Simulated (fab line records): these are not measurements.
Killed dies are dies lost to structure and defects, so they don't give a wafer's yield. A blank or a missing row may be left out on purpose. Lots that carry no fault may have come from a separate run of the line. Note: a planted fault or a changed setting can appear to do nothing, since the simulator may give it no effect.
fab line records    flow nand-harc
[record] lots = 13  wafers = 37  last-day = 25
route steps=1159 shown P_BONDPAD@386 A_ZERO_WELL@405 A_ONON_D1@427 END@1159
lots with no fault: from the same line, run without faults
start-h: the number of hours between the record's first day and the start of the first shown wafer of the lot    wait-h: hours from the lot's prior step to this one    " repeats the value in the row above    L1.1+2: a row that stands for several wafers    - either no value or no given start    * or withheld: withheld    < > ~ a bound
route shown NAME@n: names a module that has steps shown in the file, with the first one's number in the route    usual: mean and standard deviation over wafers with no fault    same: alike in all rows    chamber/n: place in a boat    sites: each site's reading    _std_site: the values' standard deviation    _edge_site: inner sites' mean taken away from outer sites' mean    radius-mm: for every site, how far away it sits from the centre of the wafer    mask NAME#n: copy n    behind: the tool/chamber that last shaped the wafer    hold: the reason the lot was held/the length of the hold in hours/how it ended    device: names the non-switching transistor (n, p or np)    end of line: tests of these same wafers at the route's end    a step without rows: its recipe alone    killed: count of dies lost to structure and defects at first sort (not the wafer's yield)    map: the dies of a wafer, with x for killed, . for not killed, _ for no die there
set.NAME: the setting that was run; set.NAME@STEP: the one run at that earlier step    model.NAME: the simulator's own value behind a step, which no gauge read
one table for each step of the route and one row for each wafer, over a sample of lots
services: a tool's chamber out of use, with start hour (start-h, from the record's first day; less than 0 if before it), hours out, and reason
[[steps]]
[step NHARC_P_BONDPAD_ACTIVATE_29]
[recipe] time-s = 60  n2-flow-sccm = 200  ar-flow-sccm = 0  bias-power-w = 0  chemistry = N2
[usual] drypump-motor-current-A = 5.7/0.39  oes-product-au = 1.003/0.0065  rf-vpp-V = 64.4/0.79  showerhead-plenum-p-Torr = 1.80/0.076
lot.wafer  tool         chamber  start-h  wait-h  drypump-motor-current-A  oes-product-au  rf-hours-counter-h  rf-vpp-V  showerhead-plenum-p-Torr
L128.4     rie-diel-09  1        143.00   0.1     5.0                      1.002           5                   65.0      1.85
L128.6     "            3        "        "       6.2                      0.997           -                   64.4      1.91
L128.5     "            0        "        "       5.7                      1.000           -                   63.7      1.68
L131.3     rie-diel-05  2        152.14   0.1     5.4                      1.000           56                  64.4      1.76
L131.1     "            3        "        "       6.0                      1.000           57                  64.3      1.68
L131.5     "            1        "        "       6.0                      0.996           -                   65.0      1.85
L130.4     rie-diel-05  0        152.76   0.1     6.1                      1.002           59                  64.7      1.79
L130.1     "            1        "        "       6.0                      1.009           50                  65.6      1.85
L130.6     "            1        "        "       6.0                      1.000           -                   64.0      1.85
L133.2     rie-diel-09  2        162.91   0.1     5.7                      1.002           7                   63.2      1.76
L133.1     "            0        "        "       5.7                      1.010           7                   64.4      1.68
L133.6     "            1        "        "       5.0                      1.006           -                   64.3      1.85
L134.3     rie-diel-09  0        170.58   0.1     5.7                      1.008           8                   64.5      1.68
L134.2     "            2        "        "       5.7                      1.001           8                   64.5      1.76
L134.1     "            3        "        "       6.2                      1.002           6                   65.1      1.91
L135.3     rie-diel-09  0        171.57   0.1     5.7                      1.000           8                   63.1      1.68
L135.4     "            0        "        "       5.7                      1.014           -                   64.0      1.68
L135.6     "            2        "        "       5.7                      0.993           -                   64.1      1.76
L138.4     rie-diel-09  1        189.45   0.1     5.0                      0.998           8                   63.2      1.85
L138.1     "            0        "        "       5.7                      1.017           11                  63.3      1.68
L138.5     "            1        "        "       5.0                      1.012           -                   65.0      1.85
L142.4     rie-diel-09  2        210.97   0.1     5.8                      0.996           12                  64.8      1.76
L142.5     "            2        "        "       5.7                      1.004           -                   63.1      1.76
L142.6     "            3        "        "       6.3                      0.997           -                   64.5      1.91
L141.5     rie-diel-09  1        211.54   0.1     5.0                      0.997           -                   64.1      1.85
L141.6     "            2        "        "       5.7                      0.998           -                   65.2      1.76
L139.6     rie-diel-11  2        211.86   0.1     6.1                      1.002           -                   63.3      1.90
L139.5     "            3        "        "       5.9                      1.005           -                   63.4      1.82
L148.1     rie-diel-11  0        249.90   0.1     5.3                      1.011           16                  63.7      1.76
L148.4     "            1        "        "       5.5                      1.001           15                  64.8      1.81
L148.6     "            1        "        "       5.5                      0.989           -                   64.8      1.81
L149.4     rie-diel-05  1        254.84   0.1     6.0                      1.013           32                  65.7      1.84
L149.2     "            2        "        "       5.4                      1.002           32                  63.6      1.75
L149.6     "            1        "        "       6.0                      1.002           -                   65.3      1.84
L151.2     rie-diel-09  2        268.69   0.1     5.7                      0.995           1                   63.9      1.76
L151.1     "            3        "        "       6.3                      1.003           1                   63.5      1.91
L151.6     "            1        "        "       5.0                      0.991           -                   65.0      1.84
[step NHARC_A_ZERO_WELL_ETCH_13]
[recipe] target-depth-a = 1200  time-s = 40.1  hbr-flow-sccm = 150  cl2-flow-sccm = 50  rf-w = 400  icp-w = 400  bias-w = 100  chemistry = HBr/Cl2
[usual] drypump-motor-current-A = 5.7/0.34  oes-product-au = 0.998/0.0068  throttle-valve-pct = 26.405/0.0099
lot.wafer  tool       chamber  start-h  wait-h  drypump-motor-current-A  oes-product-au  rf-hours-counter-h  throttle-valve-pct
L128.4     rie-si-03  1        144.59   -       6.0                      1.002           1.0                 26.407
L128.6     "          1        "        "       6.0                      1.003           -                   26.404
L128.5     "          2        "        "       5.7                      1.003           -                   26.419
L131.3     rie-si-03  2        153.77   -       5.7                      0.990           1.0                 26.407
L131.1     "          3        "        "       5.9                      1.009           1.1                 26.413
L131.5     "          2        "        "       5.7                      0.996           -                   26.376
L130.4     rie-si-05  0        154.49   -       5.7                      0.997           0.5                 26.408
L130.1     "          1        "        "       5.7                      0.992           0.6                 26.406
L130.6     "          0        "        "       5.7                      1.003           -                   26.398
L133.1     rie-si-03  0        164.63   -       5.3                      1.005           0.0                 26.408
L133.2     "          1        "        "       6.0                      1.009           0.0                 26.406
L133.6     "          0        "        "       5.3                      1.002           -                   26.404
L134.2     rie-si-05  1        172.22   -       5.7                      0.993           0.7                 26.409
L134.3     "          2        "        "       5.6                      0.983           0.8                 26.400
L134.1     "          0        "        "       5.7                      1.002           0.6                 26.406
L135.3     rie-si-04  1        173.27   -       6.0                      1.004           0.5                 26.415
L135.4     "          0        "        "       6.2                      0.992           0.7                 26.404
L135.6     "          2        "        "       5.0                      0.996           -                   26.406
L138.1     rie-si-05  1        191.06   -       5.7                      0.999           0.9                 26.419
L138.4     "          2        "        "       5.7                      0.997           1.0                 26.425
L138.5     "          1        "        "       5.7                      1.004           -                   26.397
L142.4     rie-si-04  2        212.50   -       5.0                      1.001           0.9                 26.412
L142.5     "          1        "        "       6.0                      0.999           -                   26.410
L142.6     "          2        "        "       5.0                      0.999           -                   26.388
L141.6     rie-si-05  3        213.19   -       6.1                      0.987           -                   26.403
L141.5     "          0        "        "       5.7                      1.004           -                   26.393
L139.6     rie-si-04  2        213.52   -       5.0                      0.987           -                   26.404
L139.5     "          3        "        "       5.4                      1.001           -                   26.411
L148.1     rie-si-05  0        251.51   -       5.7                      1.005           0.0                 26.410
L148.4     "          1        "        "       5.7                      0.997           0.0                 26.409
L148.6     "          0        "        "       5.7                      0.998           -                   26.419
L149.4     rie-si-03  0        256.44   -       5.3                      1.006           0.7                 26.393
L149.2     "          2        "        "       5.7                      1.001           0.7                 26.404
L149.6     "          0        "        "       5.3                      1.000           -                   26.399
L151.1     rie-si-03  0        270.27   -       5.3                      1.006           0.8                 26.402
L151.2     "          3        "        "       5.9                      0.999           0.8                 26.404
L151.6     "          0        "        "       5.3                      1.003           -                   26.414
[step NHARC_A_ONON_D1_THK_MEAS_05]
[recipe] thk-meas-gauge = ellipsometry
[usual] thk-nm = 1000/9.2
lot.wafer  tool           chamber  start-h  wait-h  thk-nm
L128.4     film-metro-01  -        165.57   -       994
L128.5     "              -        "        "       992
L128.6     "              -        "        "       993
L130.1     film-metro-02  -        180.09   -       1002
L130.4     "              -        "        "       998
L130.6     "              -        "        "       1000
L131.1     film-metro-01  -        180.09   -       979
L131.3     "              -        "        "       978
L131.5     "              -        "        "       979
L133.1     film-metro-01  -        187.60   -       1010
L133.2     "              -        "        "       1011
L133.6     "              -        "        "       1010
L134.1     film-metro-02  -        195.20   -       1006
L134.2     "              -        "        "       1005
L134.3     "              -        "        "       1003
L135.3     film-metro-01  -        195.23   -       992
L135.4     "              -        "        "       992
L135.6     "              -        "        "       993
L138.1     film-metro-02  -        217.76   -       1004
L138.4     "              -        "        "       1002
L138.5     "              -        "        "       1003
L141.5     film-metro-01  -        237.75   -       987
L141.6     "              -        "        "       990
L142.4     film-metro-02  -        237.89   -       1003
L142.5     "              -        "        "       1005
L142.6     "              -        "        "       1004
L139.5     film-metro-02  -        238.10   -       1000
L139.6     "              -        "        "       998
L148.1     film-metro-01  -        276.15   -       999
L148.4     "              -        "        "       998
L148.6     "              -        "        "       999
L149.2     film-metro-01  -        276.37   -       1003
L149.4     "              -        "        "       1002
L149.6     "              -        "        "       1002
L151.1     film-metro-02  -        293.26   -       1007
L151.2     "              -        "        "       1006
L151.6     "              -        "        "       1007
[step NHARC_A_ONON_D1_DEP_06]
[recipe] target-thk-a = 10000  n2-flow-sccm = 2750  n2o-flow-sccm = 2000  nh3-flow-sccm = 500  sih4-flow-sccm = 210  temp-c = 400
lot.wafer   tool           chamber  start-h  wait-h
L128.4+5+6  pecvd-onon-02  0        165.80   0.2
L130.1+4+6  pecvd-onon-01  0        180.15   0.1
L131.1+3+5  pecvd-onon-02  0        180.28   0.2
L133.1+2+6  pecvd-onon-02  0        187.66   0.1
L134.1+2+3  pecvd-onon-04  0        195.25   0.1
L135.3+4+6  pecvd-onon-02  0        195.40   0.2
L138.1+4+5  pecvd-onon-04  0        217.81   0.1
L141.5+6    pecvd-onon-02  0        238.32   0.6
L142.4+5+6  pecvd-onon-01  0        238.45   0.6
L139.5+6    pecvd-onon-02  0        238.67   0.6
L148.1+4+6  pecvd-onon-04  0        276.21   0.1
L149.2+4+6  pecvd-onon-01  0        276.48   0.1
L151.1+2+6  pecvd-onon-04  0        293.31   0.1
[step NHARC_A_ONON_D1_THK_MEAS_08]
[recipe] thk-meas-gauge = ellipsometry
[usual] thk-nm = 1001/8.6
lot.wafer  tool           chamber  start-h  wait-h  thk-nm
L128.4     film-metro-02  -        166.14   -       989
L128.5     "              -        "        "       991
L128.6     "              -        "        "       990
L130.1     film-metro-02  -        180.66   -       1006
L130.4     "              -        "        "       1007
L130.6     "              -        "        "       1006
L131.1     film-metro-01  -        180.79   -       991
L131.3     "              -        "        "       992
L131.5     "              -        "        "       991
L133.1     film-metro-02  -        188.17   -       1004
L133.2     "              -        "        "       1005
L133.6     "              -        "        "       1006
L134.1     film-metro-01  -        195.76   -       999
L134.2     "              -        "        "       996
L134.3     "              -        "        "       999
L135.3     film-metro-01  -        195.79   -       1001
L135.4     "              -        "        "       1001
L135.6     "              -        "        "       1003
L138.1     film-metro-02  -        218.33   -       982
L138.4     "              -        "        "       980
L138.5     "              -        "        "       978
L141.5     film-metro-01  -        238.60   -       1001
L141.6     "              -        "        "       714
L142.4     film-metro-02  -        238.79   -       998
L142.5     "              -        "        "       996
L142.6     "              -        "        "       997
L139.5     film-metro-02  -        238.95   -       996
L139.6     "              -        "        "       713
L148.1     film-metro-02  -        276.73   -       1003
L148.4     "              -        "        "       1005
L148.6     "              -        "        "       1006
L149.2     film-metro-02  -        276.94   -       1013
L149.4     "              -        "        "       1012
L149.6     "              -        "        "       1013
L151.1     film-metro-02  -        293.83   -       1015
L151.2     "              -        "        "       1015
L151.6     "              -        "        "       1017
[step NHARC_END_SORT_01]
[recipe] temp-c = 25
[usual] killed-at-array = 25/9.8  killed-at-other = 0.8/1.1  killed-at-periphery = 3.3/2.1  killed-dies = 29/10  killed-open = 3.3/1.8  killed-short = 1.9/1.4
[same] gross-dies = 677
lot.wafer  tool       chamber  start-h  wait-h  killed-at-array  killed-at-other  killed-at-periphery  killed-dies  killed-open  killed-short
L133.1     prober-01  0        475.70   2.5     40               2                2                    44           3            2
L135.3     prober-01  0        485.13   3.1     20               0                5                    25           3            6
L135.4     prober-01  0        485.93   3.4     15               0                3                    18           3            0
L135.6     prober-01  0        487.52   4.0     15               1                1                    17           3            4
L134.1     prober-02  0        488.18   2.5     22               0                1                    23           1            2
L134.2     prober-02  0        488.99   2.8     23               2                3                    28           1            2
L134.3     prober-02  0        489.80   3.1     24               1                6                    31           6            2
L138.1     prober-02  0        502.06   2.5     22               0                2                    24           5            5
L138.4     prober-02  0        504.45   3.4     17               1                1                    19           3            2
L138.5     prober-02  0        505.25   3.7     19               1                2                    22           3            3
L142.4     prober-01  0        533.84   3.4     31               3                3                    37           2            2
L142.5     prober-01  0        534.64   3.7     20               2                6                    28           3            4
L142.6     prober-01  0        535.44   4.0     30               3                3                    36           2            2
L139.5     prober-01  0        543.61   3.7     27               1                4                    32           5            1
L139.6     prober-01  0        544.41   4.0     675              0                2                    677          3            0
L141.5     prober-02  0        543.63   3.7     41               0                3                    44           4            4
L141.6     prober-02  0        544.43   4.0     677              0                0                    677          2            2
// killed by level:class
L133.1 A_CHANNEL_HOLE_D1:chamber-film-flake=18 A_STAIRCASE:chamber-film-flake=6 A_CONTACT:chamber-film-flake=6 A_ZERO_WELL:chamber-film-flake=4 P_GATE:geometric-particle:open=1 A_ONON_D1:geometric-particle:short=1 A_CHANNEL_HOLE_D1:geometric-particle:open=1 A_WL_FILL:geometric-particle:short=1
L135.3 A_CHANNEL_HOLE_D1:chamber-film-flake=10 A_WL_FILL:geometric-particle:short=3 A_ONON_D1:geometric-particle:short=2 P_ZERO_WELL:chamber-film-flake=2 A_CONTACT:chamber-film-flake=2 P_STI:geometric-particle:open=1 P_M0:geometric-particle:short=1 A_WL_FILL:geometric-particle:open=1
L135.4 A_CHANNEL_HOLE_D1:chamber-film-flake=8 P_ZERO_WELL:chamber-film-flake=3 A_STAIRCASE:chamber-film-flake=2 A_ONON_D1:geometric-particle:open=1 A_CONTACT:geometric-particle:open=1 A_BLC:geometric-particle:open=1 A_WL_FILL:chamber-film-flake=1 A_CONTACT:chamber-film-flake=1
L135.6 A_CHANNEL_HOLE_D1:chamber-film-flake=6 A_CONTACT:chamber-film-flake=2 P_M1:geometric-particle:short=1 A_SOURCE_PLATE:geometric-particle:short=1 A_CHANNEL_FILL_D1:geometric-particle:open=1 A_WL_FILL:geometric-particle:open=1 A_WL_FILL:geometric-particle:short=1 A_M0:geometric-particle:short=1
L134.1 A_CHANNEL_HOLE_D1:chamber-film-flake=9 A_STAIRCASE:chamber-film-flake=6 A_CONTACT:chamber-film-flake=3 A_CHANNEL_FILL_D1:geometric-particle:open=1 A_SGD_CUT:geometric-particle:short=1 A_WL_FILL:geometric-particle:short=1 P_STI:chamber-film-flake=1 A_WL_FILL:chamber-film-flake=1
L134.2 A_CHANNEL_HOLE_D1:chamber-film-flake=14 A_STAIRCASE:chamber-film-flake=4 A_WL_FILL:chamber-film-flake=3 THIN_TSV:chamber-film-flake=2 P_STI:geometric-particle:short=1 P_GATE:geometric-particle:open=1 A_M0:geometric-particle:short=1 P_STI:chamber-film-flake=1
L134.3 A_CHANNEL_HOLE_D1:chamber-film-flake=10 A_STAIRCASE:chamber-film-flake=5 P_STI:chamber-film-flake=4 P_CONTACT:geometric-particle:open=2 A_SGD_CUT:geometric-particle:short=2 A_BLC:geometric-particle:open=2 A_CONTACT:chamber-film-flake=2 A_CONTACT:geometric-particle:open=1
L138.1 A_CHANNEL_HOLE_D1:chamber-film-flake=5 A_WL_FILL:geometric-particle:short=4 A_SGD_CUT:geometric-particle:open=2 P_CONTACT:chamber-film-flake=2 A_STAIRCASE:chamber-film-flake=2 A_SGD_CUT:chamber-film-flake=2 A_CONTACT:chamber-film-flake=2 A_ONON_D1:geometric-particle:open=1
L138.4 A_CHANNEL_HOLE_D1:chamber-film-flake=3 A_SGD_CUT:chamber-film-flake=3 A_CONTACT:chamber-film-flake=3 A_STAIRCASE:chamber-film-flake=2 A_CHANNEL_FILL_D1:geometric-particle:open=1 A_WL_FILL:geometric-particle:short=1 A_CONTACT:geometric-particle:open=1 A_M0:geometric-particle:open=1
L138.5 A_CHANNEL_HOLE_D1:chamber-film-flake=9 A_SGD_CUT:chamber-film-flake=3 A_CHANNEL_FILL_D1:geometric-particle:short=2 P_M0:geometric-particle:open=1 A_WL_FILL:geometric-particle:open=1 A_CONTACT:geometric-particle:open=1 A_M0:geometric-particle:short=1 P_GATE:chamber-film-flake=1
L142.4 A_CHANNEL_HOLE_D1:chamber-film-flake=16 A_CONTACT:chamber-film-flake=6 A_STAIRCASE:chamber-film-flake=3 THIN_TSV:chamber-film-flake=3 A_ONON_D1:geometric-particle:short=2 A_M0:chamber-film-flake=2 P_CONTACT:geometric-particle:open=1 A_WL_FILL:geometric-particle:open=1
L142.5 A_CHANNEL_HOLE_D1:chamber-film-flake=9 P_STI:chamber-film-flake=3 A_STAIRCASE:chamber-film-flake=3 A_CONTACT:chamber-film-flake=3 P_CONTACT:geometric-particle:short=2 THIN_TSV:chamber-film-flake=2 P_CONTACT:geometric-particle:open=1 A_ONON_D1:geometric-particle:short=1
L142.6 A_CHANNEL_HOLE_D1:chamber-film-flake=15 A_STAIRCASE:chamber-film-flake=6 A_CONTACT:chamber-film-flake=6 THIN_TSV:chamber-film-flake=3 A_ONON_D1:geometric-particle:open=2 P_CONTACT:geometric-particle:short=1 A_CONTACT:geometric-particle:short=1 P_STI:chamber-film-flake=1
L139.5 A_CHANNEL_HOLE_D1:chamber-film-flake=19 A_CONTACT:geometric-particle:open=2 P_STI:chamber-film-flake=2 A_M1:chamber-film-flake=2 P_CONTACT:geometric-particle:open=1 P_M0:geometric-particle:open=1 A_ONON_D1:geometric-particle:open=1 STARTING-WAFER:geometric-particle:short=1
L141.5 A_SLIT:chamber-film-flake=12 A_STAIRCASE:chamber-film-flake=9 A_CONTACT:chamber-film-flake=6 A_CHANNEL_HOLE_D1:chamber-film-flake=5 A_M1:chamber-film-flake=2 P_STI:geometric-particle:short=1 P_CONTACT:geometric-particle:open=1 A_ONON_D1:geometric-particle:open=1
L139.6 A_ONON_D1:area-dep=652 A_CHANNEL_HOLE_D1:chamber-film-flake=12 A_STAIRCASE:chamber-film-flake=6 P_M0:geometric-particle:open=1 A_CHANNEL_HOLE_D1:geometric-particle:open=1 A_BLC:geometric-particle:open=1 P_GATE:chamber-film-flake=1 A_SLIT:chamber-film-flake=1
L141.6 A_ONON_D1:area-dep=649 A_SLIT:chamber-film-flake=7 A_CONTACT:chamber-film-flake=7 A_CHANNEL_HOLE_D1:chamber-film-flake=5 A_STAIRCASE:chamber-film-flake=5 A_ONON_D1:geometric-particle:short=1 A_CHANNEL_HOLE_D1:geometric-particle:short=1 A_CONTACT:geometric-particle:open=1
[[services]]
tool           chamber  start-h  hours  kind
rie-si-05      -        128.28   0.2    repair
rie-diel-09    0        135.17   -      clean
rie-diel-09    1        135.17   -      clean
rie-diel-09    2        135.17   -      clean
rie-diel-09    3        135.17   -      clean
rie-si-05      3        136.54   4.0    repair
rie-diel-11    1        139.63   2.1    repair
rie-si-04      1        140.07   9.6    repair
rie-si-03      -        155.00   9.0    pm
rie-diel-09    0        159.67   -      clean
rie-diel-09    1        159.67   -      clean
rie-diel-09    2        159.67   -      clean
rie-diel-09    3        159.67   -      clean
rie-diel-09    -        161.76   0.5    repair
rie-diel-05    -        163.62   9.0    pm
rie-diel-09    1        170.71   15.8   repair
rie-diel-05    0        185.02   4.9    repair
rie-diel-11    -        189.59   9.0    pm
pecvd-onon-01  -        195.04   13.0   pm
pecvd-onon-04  -        237.37   13.0   pm
rie-si-05      -        239.00   9.0    pm
rie-diel-09    -        254.10   9.0    pm
rie-si-04      -        276.00   9.0    pm
pecvd-onon-02  -        292.00   13.0   pm
[[key]]
[first-sign] step = NHARC_A_ONON_D1_THK_MEAS_08  reading = thk-nm  direction = down  sigmas = 33  usual = 1001  struck = 714
[effect] step = NHARC_END_SORT_01  reading = killed-at-array  direction = up  sigmas = 67  usual = 25  struck = 676
[more-kills-born-at] NHARC_A_ONON_D1_DEP_06@pecvd-onon-02 = 1301
met-at NHARC_A_ONON_D1_DEP_06
struck-lots L139,L141
struck-wafers L139.6,L141.6
later-rows-left-out L139.6,L141.6
tester-left-out L139,L141
not-acting-at NHARC_P_BONDPAD_ACTIVATE_29,NHARC_A_ZERO_WELL_ETCH_13,NHARC_A_ONON_D1_THK_MEAS_05
onset-between 195.40 238.32
[fault] kind = process-parameter-drift  tool = pecvd-onon-02  chamber = -  onset-h = 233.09  steps = NHARC_A_ONON_D1_DEP_06  channel = target-thk-a  offset = *  shape = step  end-h = 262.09  scope = struck-wafers-only  acts-in = *  stated = *
// tester-left-out: of these lots the tester's yield and bins aren't shown, on N5 and GAA mostly nor the transistor test; their killed dies are dies lost to structure and defects alone, not to doping, threshold or leakage, so they don't give the yield
// later-rows-left-out: the simulator's readings of these wafers behind a module that went badly wrong aren't trusted and aren't shown, but for the sort
